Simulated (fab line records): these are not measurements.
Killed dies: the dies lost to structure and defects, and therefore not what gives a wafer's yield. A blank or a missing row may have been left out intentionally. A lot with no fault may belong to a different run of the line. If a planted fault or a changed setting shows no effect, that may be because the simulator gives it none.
A struck lot beside a sound one    flow n5_finfet    36 out of 1938 route steps
Sound: these wafers, L242.1, L242.3, L242.4. Struck: wafers L244.1, L244.3, L244.6. The cause comes at the end.
Order at every step that has rows: each side's tool, ch and its chambers, its first start. Under that, the readings that differ: sound wafers    struck wafers    difference of the means    sigmas: that difference in standard deviations of wafers without a fault.
alike: same words and numbers on both sides, and readings whose means sit less than 2 such deviations apart. not compared: any withheld reading, any reading some wafer has no value for, any bound like >300 that may hide the same value, and any number with overlapping values for which the record gives no deviation.
Wherever a step has rows on one side only, a row that says differs or no value, or a row with sigmas, the two part there. When numbers do not overlap yet have no deviation, they are printed without sigmas and do not part them. Lack of a reading on every wafer of one side parts them only where that side has two or more wafers.

first, 7 steps without rows for these wafers: N5_BEOL_M4_CMP_52 (polishes, stops on SiOC, t overpolish 6.8 s, target thk 40 nm); N5_BEOL_M4_PRE_CLEAN_60 (time 15 s); N5_BEOL_M4_CO_CAP_55 (material Co, precursor CCTBA/H2, target thk 2 nm, time 102.1 s); N5_BEOL_M4_PRE_CLEAN_56 (time 15 s); N5_BEOL_M4_DEP_57 (deposits SiCN from 3MS/NH3, target thk 8 nm, time 14 s); N5_BEOL_M5_ILD_DEP_00 (deposits SiCOH lowk from DEMS/porogen, target thk 140.64 nm, time 25.9 s); N5_BEOL_M5_CURE_79 (cures SiCOH lowk, time 240 s).
N5_BEOL_M5_PECVD_70: deposits SiO2 from TEOS/O2, target thk 16 nm, time 18 s.
  sound on pecvd-02 ch 0,1, day 9 19:45; struck on pecvd-03 ch 1,2, day 10 13:53
  alike: heater_power_w, showerhead_plenum_p_Torr, throttle_valve_pct
  not compared: since_wet_clean_h
then, 25 steps without rows for these wafers: N5_BEOL_M5_HM_DEP_02 (deposits TiN, target thk 20 nm); N5_BEOL_M5_COAT_59 (time 60 s, resist thk 60 nm); N5_BEOL_M5_COAT_60 (time 60 s, resist thk 12 nm); N5_BEOL_M5_COAT_71 (time 60 s, resist thk 5 nm); N5_BEOL_M5_COAT_05 (resist thk 30 nm); N5_BEOL_M5_EBR_07; N5_BEOL_M5_SOFTBAKE_06 (time 60 s); N5_BEOL_M5_EXPOSE_08 (exposes mask M5, target cd 28 nm); N5_BEOL_M5_PEB_09 (peb time 60 s); N5_BEOL_M5_DEVELOP_10 (develop time 30 s); N5_BEOL_M5_DESCUM_16 (chemistry O2, time 7 s); N5_BEOL_M5_ETCH_72 (etches underlayer in N2/H2, target depth 6.5 nm, time 5.2 s); N5_BEOL_M5_ETCH_61 (etches SiARC in CF4, target depth 15.6 nm, time 26 s); N5_BEOL_M5_ETCH_62 (etches SOC in N2/H2, target depth 75 nm, overetch 15 nm, time 112.5 s); N5_BEOL_M5_STRIP_63 (strips in N2/H2); N5_BEOL_M5_STRIP_73 (strips in N2/H2); N5_BEOL_M5_STRIP_64 (strips in CF4); N5_BEOL_M5_HM_OPEN_17 (chemistry Cl2/BCl3, target TiN, target depth 20 nm, overetch 6 nm); N5_BEOL_M5_STRIP_19 (strips in O2); N5_BEOL_M5_COAT_65 (time 60 s, resist thk 60 nm); N5_BEOL_M5_COAT_66 (time 60 s, resist thk 12 nm); N5_BEOL_M5_COAT_74 (time 60 s, resist thk 5 nm); N5_BEOL_M5_COAT_22 (resist thk 30 nm); N5_BEOL_M5_EBR_24; N5_BEOL_M5_SOFTBAKE_23 (time 60 s).
N5_BEOL_M5_HM_STRIP_39: strips TiN in peroxide tin strip, target depth 25 nm, time 158 s.
  sound on wet_bench-02 ch 2,3,6, day 10 00:08; struck on wet_bench-04 ch 2,6,7, day 10 16:53
reading                                     sound           struck        difference  sigmas
model.SiO2_of_BEOL_M5_PECVD_70.thk_nm (nm)  15.6 15.6 16.2  31.6 32 32.4  +16.2       
N5_BEOL_M5_CMP_52: polishes, stops on SiCOH lowk, t overpolish 6.9 s, target thk 62 nm.
  sound on cmp-04 ch 0,1,3, day 10 06:41; struck on cmp-04 ch 0,2,3, day 10 23:16
reading                       sound              struck             difference  sigmas
barrier_field_endpoint_s (s)  25.0 25.0 26.2     41.5 41.5 41.5     +16.1       +24
overpolish_run_s (s)          6.899 6.907 6.904  0.041 0.042 0.041  -6.862      -99 or more
  alike: motor_current_A, retaining_ring_pressure_frac, slurry_flow_ml_min, time_to_endpoint_s
-- the record jumps here: 4 days lie between the struck wafers' starts before and after (it left off in module BEOL_M5 and takes up again in module PASSIVATION, whose first step shown is number 1936 of the route) --
N5_PASSIVATION_PROBE_49:
  sound: prober-01 at day 13 18:43; struck: prober-01 at day 14 23:33
reading          sound  struck   difference  sigmas
killed_at_other  3 0 1  5 12 10  +8          +2
  alike: defect_limited_yield, killed_at_M0_to_M3, killed_at_M4_up, killed_at_contacts, killed_at_front_end, killed_dies, killed_on_rim, killed_open, killed_short, sort_bin_5_function, sort_bin_6_memory, sort_n_pass, sort_yield_pct

== WHERE THEY PART ==
At N5_BEOL_M5_CMP_52 first; at N5_PASSIVATION_PROBE_49 last (within this record only).

WHY: whatever the simulator had introduced
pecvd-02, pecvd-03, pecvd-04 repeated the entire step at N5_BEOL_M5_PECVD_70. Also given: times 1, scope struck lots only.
